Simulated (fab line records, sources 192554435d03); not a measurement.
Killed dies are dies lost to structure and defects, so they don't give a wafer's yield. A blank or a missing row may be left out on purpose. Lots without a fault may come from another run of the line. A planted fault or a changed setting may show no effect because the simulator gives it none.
Which tool did it? | flow n5_finfet | 24 lots, 72 wafers sampled, at 6 steps of a route of 1938

WHAT THE GAUGES READ, wafer by wafer
N5_DUMMY_REMOVAL_INSPECT_06: inspects for defects (brightfield). Usual: raw_defect_count 11, standard deviation 5.1.
lot  | measured    | on                | raw_defect_count | flag
L074 | day 3 22:17 | defect_inspect-01 | 13 9 11          |
L075 | day 4 03:27 | defect_inspect-01 | 6 11 12          |
L076 | day 4 14:09 | defect_inspect-01 | 6 14 8           |
L077 | day 4 15:07 | defect_inspect-01 | 15 16 13         |
L078 | day 4 23:24 | defect_inspect-01 | 28 17 13         |
L079 | day 5 04:48 | defect_inspect-02 | 11 6 5           |
L080 | day 5 11:25 | defect_inspect-02 | 26 10 8          |
L081 | day 5 16:52 | defect_inspect-02 | 9 11 20          |
L082 | day 5 21:28 | defect_inspect-02 | 10 11 11         |
L083 | day 6 03:23 | defect_inspect-01 | 7 5 2            |
L084 | day 6 11:43 | defect_inspect-02 | 12 9 9           |
L085 | day 6 17:05 | defect_inspect-02 | 17 6 26          |
L086 | day 6 21:05 | defect_inspect-02 | 16 20 16         |
L087 | day 7 04:02 | defect_inspect-01 | 14 16 7          |
L088 | day 7 10:23 | defect_inspect-02 | 12 10 12         |
L089 | day 7 20:08 | defect_inspect-02 | 16 4 11          |
L090 | day 7 21:35 | defect_inspect-01 | 6 4 5            |
L091 | day 8 06:52 | defect_inspect-01 | 11 14 7          |
L092 | day 8 08:15 | defect_inspect-01 | 7 9 11           |
L093 | day 8 15:17 | defect_inspect-02 | 12 10 8          |
L094 | day 8 21:48 | defect_inspect-02 | 14 8 11          |
L095 | day 9 07:49 | defect_inspect-01 | 12 16 13         |
L096 | day 9 14:28 | defect_inspect-02 | 11 5 5           |
L097 | day 9 18:02 | defect_inspect-01 | 10 8 7           |

N5_HKMG_FIN_THK_MEAS_70: measures by xrf. Usual: HK_THK 1.589 nm, standard deviation 0.017.
lot  | measured    | on            | HK_THK (nm)       | flag
L074 | day 4 02:06 | film_metro-01 | 1.582 1.599 1.601 |
L075 | day 4 07:46 | film_metro-02 | 1.636 1.588 1.579 |
L076 | day 4 18:30 | film_metro-01 | 1.574 1.602 1.565 |
L077 | day 4 19:24 | film_metro-01 | 1.573 1.586 1.576 |
L078 | day 5 03:26 | film_metro-01 | 1.573 1.568 1.590 |
L079 | day 5 08:40 | film_metro-02 | 1.585 1.585 1.593 |
L080 | day 5 15:41 | film_metro-01 | 1.573 1.570 1.573 |
L081 | day 5 21:10 | film_metro-02 | 1.628 1.614 1.595 |
L082 | day 6 01:17 | film_metro-01 | 1.590 1.586 1.598 |
L083 | day 6 07:40 | film_metro-01 | 1.578 1.572 1.578 |
L084 | day 6 15:58 | film_metro-01 | 1.587 1.599 1.582 |
L085 | day 6 21:02 | film_metro-01 | 1.597 1.607 1.590 |
L086 | day 7 01:07 | film_metro-02 | 1.586 1.618 1.591 |
L087 | day 7 07:55 | film_metro-01 | 1.592 1.606 1.585 |
L088 | day 7 14:37 | film_metro-01 | 1.604 1.580 1.572 |
L089 | day 8 00:06 | film_metro-01 | 1.576 1.569 1.599 |
L090 | day 8 01:38 | film_metro-02 | 1.573 1.592 1.590 |
L091 | day 8 10:47 | film_metro-01 | 1.591 1.579 1.576 |
L092 | day 8 12:04 | film_metro-01 | 1.576 1.570 1.571 |
L093 | day 8 19:07 | film_metro-02 | 1.587 1.619 1.593 |
L094 | day 9 01:31 | film_metro-01 | 1.608 1.603 1.611 |
L095 | day 9 11:41 | film_metro-02 | 1.600 1.621 1.555 |
L096 | day 9 18:22 | film_metro-02 | 1.588 1.599 1.590 |
L097 | day 9 22:16 | film_metro-01 | 1.587 1.600 1.585 |

N5_HKMG_FIN_INSPECT_28: inspects for defects (darkfield). Usual: raw_defect_count 48, standard deviation 22.
lot  | measured     | on                | raw_defect_count | flag
L074 | day 4 07:52  | defect_inspect-02 | 49 70 73         |
L075 | day 4 13:29  | defect_inspect-02 | 42 46 44         |
L076 | day 5 00:40  | defect_inspect-01 | 28 57 33         |
L077 | day 5 00:52  | defect_inspect-01 | 49 37 24         |
L078 | day 5 08:53  | defect_inspect-02 | 62 108 58        |
L079 | day 5 14:17  | defect_inspect-02 | 124 60 50        |
L080 | day 5 21:19  | defect_inspect-01 | 27 38 22         |
L081 | day 6 02:24  | defect_inspect-01 | 35 65 39         |
L082 | day 6 06:49  | defect_inspect-01 | 26 57 46         |
L083 | day 6 13:01  | defect_inspect-02 | 30 51 44         |
L084 | day 6 21:31  | defect_inspect-01 | 52 56 48         |
L085 | day 7 02:35  | defect_inspect-02 | 34 37 54         |
L086 | day 7 06:38  | defect_inspect-02 | 46 30 88         |
L087 | day 7 13:19  | defect_inspect-01 | 34 48 56         |
L088 | day 7 19:50  | defect_inspect-02 | 36 34 36         |
L089 | day 8 05:26  | defect_inspect-01 | 20 49 38         |
L090 | day 8 11:58  | defect_inspect-02 | 62 78 74         |
L091 | day 8 16:20  | defect_inspect-01 | 69 95 69         |
L092 | day 8 17:30  | defect_inspect-02 | 84 68 41         |
L093 | day 9 00:19  | defect_inspect-02 | 26 26 18         |
L094 | day 9 07:19  | defect_inspect-02 | 30 29 43         |
L095 | day 9 16:54  | defect_inspect-02 | 36 69 35         |
L096 | day 9 23:43  | defect_inspect-02 | 27 74 50         |
L097 | day 10 03:37 | defect_inspect-01 | 21 20 18         |

WHICH TOOL RAN EACH LOT (tool, then ch and the chambers of the sampled wafers, then the start)
lot  | N5_HKMG_FIN_ETCH_32               | N5_HKMG_FIN_W_FILL_22         | N5_HKMG_FIN_CMP_23
L074 | rie_diel-04 ch 1,2, day 4 03:10   | cvd_w-01 ch 0,1, day 4 07:01  | cmp-02 ch 1,2, day 4 07:13
L075 | rie_diel-02 ch 1,2,3, day 4 09:04 | cvd_w-02 ch 0,1, day 4 12:40  | cmp-03 ch 1,2,3, day 4 12:47
L076 | rie_diel-02 ch 0,1,3, day 4 20:15 | cvd_w-02 ch 0,1, day 4 23:51  | cmp-04 ch 0,1,2, day 5 00:11
L077 | rie_diel-04 ch 2,3, day 4 20:29   | cvd_w-01 ch 0,1, day 5 00:03  | cmp-03 ch 0,3, day 5 00:14
L078 | rie_diel-04 ch 0,1,2, day 5 04:29 | cvd_w-01 ch 0,1, day 5 08:04  | cmp-02 ch 0,1, day 5 08:16
L079 | rie_diel-01 ch 0,3, day 5 09:52   | cvd_w-01 ch 0,1, day 5 13:28  | cmp-03 ch 1,2,3, day 5 13:48
L080 | rie_diel-04 ch 0,1,3, day 5 16:56 | cvd_w-01 ch 0,1, day 5 20:26  | cmp-02 ch 1,2,3, day 5 20:36
L081 | rie_diel-01 ch 1,2, day 5 22:06   | cvd_w-02 ch 0,1, day 6 01:34  | cmp-03 ch 1,2,3, day 6 01:41
L082 | rie_diel-02 ch 0,3, day 6 02:28   | cvd_w-02 ch 1, day 6 06:00    | cmp-04 ch 1,2,3, day 6 06:07
L083 | rie_diel-01 ch 1,3, day 6 08:43   | cvd_w-01 ch 0,1, day 6 12:12  | cmp-03 ch 2,3, day 6 12:19
L084 | rie_diel-01 ch 1,2,3, day 6 17:12 | cvd_w-01 ch 0,1, day 6 20:41  | cmp-04 ch 0,1,3, day 6 20:48
L085 | rie_diel-01 ch 1,2, day 6 22:08   | cvd_w-01 ch 0,1, day 7 01:46  | cmp-02 ch 0,1,2, day 7 01:52
L086 | rie_diel-04 ch 0,2,3, day 7 02:11 | cvd_w-01 ch 0,1, day 7 05:49  | cmp-02 ch 0,1,3, day 7 05:56
L087 | rie_diel-02 ch 2,3, day 7 08:59   | cvd_w-01 ch 0,1, day 7 12:30  | cmp-02 ch 1,2, day 7 12:36
L088 | rie_diel-04 ch 0,1,3, day 7 15:32 | cvd_w-01 ch 0,1, day 7 19:01  | cmp-03 ch 1,2,3, day 7 19:12
L089 | rie_diel-01 ch 0,1,3, day 8 01:10 | cvd_w-02 ch 1, day 8 04:38    | cmp-03 ch 1,2, day 8 04:44
L090 | rie_diel-01 ch 0,1, day 8 02:42   | cvd_w-01 ch 0,1, day 8 06:12  | cmp-03 ch 1,2,3, day 8 06:28
L091 | rie_diel-04 ch 1,2, day 8 11:43   | cvd_w-01 ch 0,1, day 8 15:32  | cmp-04 ch 1,2, day 8 15:38
L092 | rie_diel-02 ch 2,3, day 8 13:07   | cvd_w-02 ch 0,1, day 8 16:41  | cmp-04 ch 1,2,3, day 8 16:47
L093 | rie_diel-02 ch 0,2,3, day 8 20:02 | cvd_w-02 ch 0, day 8 23:31    | cmp-03 ch 0,2, day 8 23:37
L094 | rie_diel-02 ch 0,1,2, day 9 02:44 | cvd_w-02 ch 0,1, day 9 06:29  | cmp-03 ch 0,2,3, day 9 06:41
L095 | rie_diel-04 ch 0,1,2, day 9 12:37 | cvd_w-01 ch 0,1, day 9 16:05  | cmp-02 ch 0,2, day 9 16:11
L096 | rie_diel-01 ch 0,1,3, day 9 19:18 | cvd_w-02 ch 0,1, day 9 22:53  | cmp-02 ch 0,1,3, day 9 23:05
L097 | rie_diel-01 ch 0,1,2, day 9 23:19 | cvd_w-01 ch 0,1, day 10 02:49 | cmp-03 ch 0,2, day 10 02:55
- N5_HKMG_FIN_ETCH_32: etches SOC in N2/H2, target depth 240 nm, time 300 s.
- N5_HKMG_FIN_W_FILL_22: material W, target thk 60 nm, time 18.2 s.
- N5_HKMG_FIN_CMP_23: polishes, stops on SiNx, t overpolish 10 s, target thk 46.326 nm.

WHAT THE TOOLS THEMSELVES READ (means of the sampled wafers that have a number; where no wafer has one, the mark that the record gives instead)
N5_HKMG_FIN_ETCH_32. Usual: drypump_motor_current_A 5.5 A, standard deviation 0.45; oes_product_au 0.82 a.u., standard deviation 0.097; rf_vpp_V 524.6 V, standard deviation 2.3; showerhead_plenum_p_Torr 2.56 Torr, standard deviation 0.084; throttle_valve_pct 17.93 %, standard deviation 0.3.
lot  | tool        | drypump_motor_current_A (A) | oes_product_au (a.u.) | rf_vpp_V (V) | showerhead_plenum_p_Torr (Torr) | throttle_valve_pct (%) | flag
L074 | rie_diel-04 | 5.1                         | 0.71                  | 524.3        | 2.55                            | 18.11                  |
L075 | rie_diel-02 | 5.1                         | 0.73                  | 522.9        | 2.50                            | 17.95                  |
L076 | rie_diel-02 | 5.3                         | 0.74                  | 523.0        | 2.53                            | 17.89                  |
L077 | rie_diel-04 | 5.6                         | 0.75                  | 525.1        | 2.61                            | 18.34                  |
L078 | rie_diel-04 | 5.3                         | 0.79                  | 524.8        | 2.58                            | 18.12                  |
L079 | rie_diel-01 | 6.0                         | 0.74                  | 526.8        | 2.64                            | 18.09                  |
L080 | rie_diel-04 | 5.2                         | 0.84                  | 524.4        | 2.56                            | 17.90                  |
L081 | rie_diel-01 | 5.9                         | 0.86                  | 522.7        | 2.54                            | 17.76                  |
L082 | rie_diel-02 | 5.4                         | 0.76                  | 524.3        | 2.54                            | 17.93                  |
L083 | rie_diel-01 | 6.2                         | 0.83                  | 525.7        | 2.61                            | 18.17                  |
L084 | rie_diel-01 | 6.0                         | 0.86                  | 525.3        | 2.61                            | 17.85                  |
L085 | rie_diel-01 | 5.8                         | 0.90                  | 526.1        | 2.62                            | 17.53                  |
L086 | rie_diel-04 | 5.5                         | 0.91                  | 524.6        | 2.60                            | 18.00                  |
L087 | rie_diel-02 | 4.9                         | 0.74                  | 522.7        | 2.50                            | 17.99                  |
L088 | rie_diel-04 | 5.2                         | 0.81                  | 524.3        | 2.55                            | 17.92                  |
L089 | rie_diel-01 | 6.0                         | 0.88                  | 524.1        | 2.58                            | 17.98                  |
L090 | rie_diel-01 | 6.0                         | 0.92                  | 523.7        | 2.55                            | 17.72                  |
L091 | rie_diel-04 | 5.3                         | 0.84                  | 525.0        | 2.57                            | 18.11                  |
L092 | rie_diel-02 | 5.0                         | 0.74                  | 522.8        | 2.50                            | 18.00                  |
L093 | rie_diel-02 | 5.2                         | 0.74                  | 522.9        | 2.50                            | 18.04                  |
L094 | rie_diel-02 | 5.3                         | 0.78                  | 521.5        | 2.47                            | 17.87                  |
L095 | rie_diel-04 | 5.3                         | 0.82                  | 524.4        | 2.56                            | 18.04                  |
L096 | rie_diel-01 | 6.1                         | 0.85                  | 525.4        | 2.57                            | 17.99                  |
L097 | rie_diel-01 | 5.9                         | 0.87                  | 524.8        | 2.58                            | 17.67                  |

N5_HKMG_FIN_W_FILL_22. Usual: heater_power_w 890 W, standard deviation 120; throttle_valve_pct 19.7 %, standard deviation 0.67.
lot  | tool     | heater_power_w (W) | throttle_valve_pct (%) | flag
L074 | cvd_w-01 | 838                | 19.5                   |
L075 | cvd_w-02 | 857                | 19.1                   |
L076 | cvd_w-02 | 859                | 19.1                   |
L077 | cvd_w-01 | 944                | 19.9                   |
L078 | cvd_w-01 | 959                | 20.1                   |
L079 | cvd_w-01 | 848                | 19.8                   |
L080 | cvd_w-01 | 838                | 19.5                   |
L081 | cvd_w-02 | 863                | 19.4                   |
L082 | cvd_w-02 | 841                | 19.1                   |
L083 | cvd_w-01 | 951                | 20.3                   |
L084 | cvd_w-01 | 953                | 20.1                   |
L085 | cvd_w-01 | 846                | 19.7                   |
L086 | cvd_w-01 | 842                | 19.8                   |
L087 | cvd_w-01 | 935                | 20.2                   |
L088 | cvd_w-01 | 950                | 20.3                   |
L089 | cvd_w-02 | 851                | 19.3                   |
L090 | cvd_w-01 | 945                | 20.0                   |
L091 | cvd_w-01 | 955                | 20.3                   |
L092 | cvd_w-02 | 858                | 19.3                   |
L093 | cvd_w-02 | 932                | 19.6                   |
L094 | cvd_w-02 | 874                | 19.6                   |
L095 | cvd_w-01 | 934                | 20.4                   |
L096 | cvd_w-02 | 901                | 19.6                   |
L097 | cvd_w-01 | 845                | 19.9                   |

N5_HKMG_FIN_CMP_23. Usual: head_pressure_psi 4.001 psi, standard deviation 0.0086; motor_current_A 12.4 A, standard deviation 1.2; overpolish_run_s 10.000 s, standard deviation 0.0091; retaining_ring_pressure_frac 0.999, standard deviation 0.0055; slurry_flow_ml_min 150.0, standard deviation 0.51; time_to_endpoint_s 11.6 s, standard deviation 2.
lot  | tool   | head_pressure_psi (psi) | motor_current_A (A) | overpolish_run_s (s) | retaining_ring_pressure_frac | slurry_flow_ml_min | time_to_endpoint_s (s) | flag
L074 | cmp-02 | 4.003                   | 11.4                | 10.001               | 0.998                        | 149.8              | 10.9                   |
L075 | cmp-03 | 4.006                   | 11.9                | 10.002               | 0.999                        | 149.9              | 13.5                   |
L076 | cmp-04 | 4.003                   | 12.6                | 10.000               | 1.003                        | 150.1              | 10.0                   |
L077 | cmp-03 | 3.997                   | 12.8                | 9.998                | 1.003                        | 149.7              | 12.2                   |
L078 | cmp-02 | 4.001                   | 12.1                | 9.993                | 1.006                        | 149.3              | 12.3                   |
L079 | cmp-03 | 3.996                   | 12.5                | 9.996                | 0.997                        | 150.1              | 14.8                   |
L080 | cmp-02 | 4.001                   | 12.6                | 10.003               | 0.994                        | 149.9              | 12.0                   |
L081 | cmp-03 | 4.000                   | 12.6                | 10.000               | 1.004                        | 150.0              | 12.7                   |
L082 | cmp-04 | 4.008                   | 12.4                | 10.007               | 1.000                        | 150.0              | 14.3                   |
L083 | cmp-03 | 3.996                   | 12.2                | 10.002               | 0.995                        | 150.0              | 11.5                   |
L084 | cmp-04 | 4.006                   | 12.3                | 9.991                | 1.000                        | 150.2              | 13.6                   |
L085 | cmp-02 | 3.992                   | 11.7                | 10.007               | 0.997                        | 150.1              | 11.5                   |
L086 | cmp-02 | 4.011                   | 12.6                | 9.997                | 1.000                        | 150.2              | 11.5                   |
L087 | cmp-02 | 3.992                   | 13.0                | 9.985                | 1.005                        | 150.2              | 12.9                   |
L088 | cmp-03 | 4.007                   | 12.2                | 9.995                | 0.996                        | 149.7              | 10.8                   |
L089 | cmp-03 | 3.992                   | 11.7                | 10.000               | 1.000                        | 150.0              | 11.0                   |
L090 | cmp-03 | 4.012                   | 12.4                | 10.006               | 0.994                        | 149.9              | 9.4                    |
L091 | cmp-04 | 4.009                   | 13.0                | 10.001               | 0.999                        | 150.5              | 12.4                   |
L092 | cmp-04 | 4.004                   | 12.4                | 9.992                | 1.001                        | 150.2              | 12.4                   |
L093 | cmp-03 | 4.003                   | 11.7                | 10.009               | 0.999                        | 149.8              | 11.1                   |
L094 | cmp-03 | 3.996                   | 12.5                | 9.996                | 0.996                        | 150.5              | 7.3                    |
L095 | cmp-02 | 3.996                   | 10.6                | 10.000               | 1.001                        | 149.9              | 11.4                   |
L096 | cmp-02 | 3.995                   | 12.4                | 10.001               | 1.001                        | 149.5              | 11.2                   |
L097 | cmp-03 | 3.996                   | 12.2                | 10.006               | 0.997                        | 149.9              | 10.4                   |

THE ANSWER, worked out from the rows above alone
Rule: a lot is off if the mean of its wafers that have a number lies more than 3 standard deviations from the usual mean. A lot without any number at a reading at which 4 lots or more have one is off too. The other lots that the step has rows for count as sound. The gauges are gone through in route order, then the tools' own readings, and for those a lot's mean is taken as printed above. The first step at which some lot is off is used, and at that step the reading that is off furthest; a lot without a number counts as furthest.
No lot is off at any reading shown: from this, nothing can be told.

WHAT THE SIMULATOR HAD PUT IN
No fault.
